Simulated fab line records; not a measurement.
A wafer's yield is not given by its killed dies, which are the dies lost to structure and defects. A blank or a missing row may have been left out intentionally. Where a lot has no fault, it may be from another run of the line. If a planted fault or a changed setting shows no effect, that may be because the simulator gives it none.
3 desks, one fault -- flow n5_finfet -- what lay behind the numbers comes last; until then each desk has only its own

## THE TOOL OWNER'S DESK: rie_diel-06
The tool's own readings at N5_DUMMY_GATE_DESCUM_20 (chemistry O2, time 6.2 s): means of the sampled wafers that have a number, for each lot that ran on this tool. The brackets show how far a lot's mean lies from the usual mean; more than 4 standard deviations puts the lot out of limits, marked OUT.
Columns: A = drypump_motor_current_A at N5_DUMMY_GATE_DESCUM_20, usual 5.76 A; B = oes_product_au at N5_DUMMY_GATE_DESCUM_20, usual 0.79 a.u.; C = rf_fwd_power_W at N5_DUMMY_GATE_DESCUM_20, usual 49.67 W; D = rf_vpp_V at N5_DUMMY_GATE_DESCUM_20, usual 243.3 V; E = showerhead_plenum_p_Torr at N5_DUMMY_GATE_DESCUM_20, usual 2.10 Torr; F = throttle_valve_pct at N5_DUMMY_GATE_DESCUM_20, usual 20.48 %
lot,first seen here,A,B,C,D,E,F
L759,day 4 10:01,5.86,0.75,49.80,243.3,2.13,20.63
L764,day 5 23:37,5.88,0.84,49.63,243.8,2.17,20.62
L767,day 6 10:22,5.87,0.74,49.48,244.2,2.15,20.64
This desk's finding: nothing out of limits on any of the 3 lots.

## THE DEFECT DESK
Lot by lot, what the route's inspections counted, given as the mean of those sampled wafers with a number. The brackets show how far a lot's mean lies from the usual mean; more than 4 standard deviations puts the lot out of limits, marked OUT.
Columns: A = raw_defect_count at N5_DUMMY_GATE_INSPECT_17, usual 200
lot,first seen here,A
L756,day 3 18:10,164
L759,day 4 09:58,182
L764,day 5 23:35,198
L767,day 6 10:20,199
L775,day 8 10:16,178
L776,day 8 15:29,184
This desk's finding: nothing out of limits on any of the 6 lots.

## AT THE METROLOGY DESK
Means of the sampled wafers that have a number, per lot and without regard to the tool the lot ran on: this is what the gauges read. The brackets show how far a lot's mean lies from the usual mean; more than 4 standard deviations puts the lot out of limits, marked OUT.
Columns: A = cd_nm at N5_DUMMY_GATE_CD_MEAS_15, usual 25.07 nm; B = GATE_OVL at N5_DUMMY_GATE_OVL_MEAS_16, usual 0.5 nm
lot,first seen here,A,B
L756,day 3 18:04,24.92,0.2
L759,day 4 09:53,24.90,-0.5
L764,day 5 23:29,24.89,-0.1
L767,day 6 10:14,25.27,0.9
L775,day 8 10:10,25.27,0.6
L776,day 8 15:23,25.13,1.7
This desk's finding: nothing out of limits on any of the 6 lots.

## TAKEN TOGETHER
Nothing out of limits was seen by the tool owner's desk.
Nothing out of limits was seen by the defect desk.
The metrology desk saw nothing out of limits.

## WHAT THE SIMULATOR PUT IN
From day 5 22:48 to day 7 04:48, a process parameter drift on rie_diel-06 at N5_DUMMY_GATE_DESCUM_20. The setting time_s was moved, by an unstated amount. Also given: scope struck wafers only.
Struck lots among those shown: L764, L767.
